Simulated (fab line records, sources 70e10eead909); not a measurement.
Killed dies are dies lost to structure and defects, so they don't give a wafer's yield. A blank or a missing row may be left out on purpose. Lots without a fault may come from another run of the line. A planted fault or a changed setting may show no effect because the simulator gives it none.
Chamber matching | flow nand_harc | NHARC_A_M0_CMP_23 on cmp-01: 4 sister chambers
The step polishes, t overpolish 20 s, target thk 113.75 nm. 7 wafers are shown with their chamber, then 7 later ones without.

WAFERS WITH THEIR CHAMBER
wafer  | chamber | motor_current_A (A) | time_to_endpoint_s (s)
L911.1 | 1       | 12.0                | 23
L912.5 | 2       | 14.2                | 28
L914.5 | 3       | 11.6                | 31
L916.3 | 2       | 14.5                | 26
L916.6 | 0       | 12.9                | 24
L919.3 | 3       | 11.5                | 29
L919.4 | 0       | 12.8                | 24

WAFERS WITHOUT THEIR CHAMBER
wafer  | motor_current_A (A) | time_to_endpoint_s (s)
L919.5 | 11.8                | 28
L922.1 | 12.6                | 28
L922.4 | 12.8                | 25
L922.6 | 11.8                | 32
L926.2 | 12.6                | 22
L926.3 | 12.0                | 33
L926.4 | 13.8                | 28

WHICH CHAMBER EACH WENT THROUGH
wafer  | from the rows above     | in truth
L919.5 | 3                       | 3
L922.1 | 0                       | 0
L922.4 | 0                       | 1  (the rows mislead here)
L922.6 | 3                       | 3
L926.2 | can't be placed: 0 or 1 | 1
L926.3 | 3                       | 3
L926.4 | 2                       | 2
Placed correctly: 5 of 7. Can't be placed from these rows: 1 (the true chamber is among the candidates in 1). Placed wrongly: 1.
How it was worked out, from the rows above alone: a wafer's distance from a chamber is the root of the sum, over the readings, of the square of ((its reading less the chamber's mean) divided by the reading's scatter). The wafer belongs to the nearest chamber; if the next one is less than 2 further off, it can't be placed. A chamber's mean is the mean of its shown wafers. The scatter: the root of (the sum of the squares of (reading less its chamber's mean) over the shown wafers, divided by (wafers less chambers)).
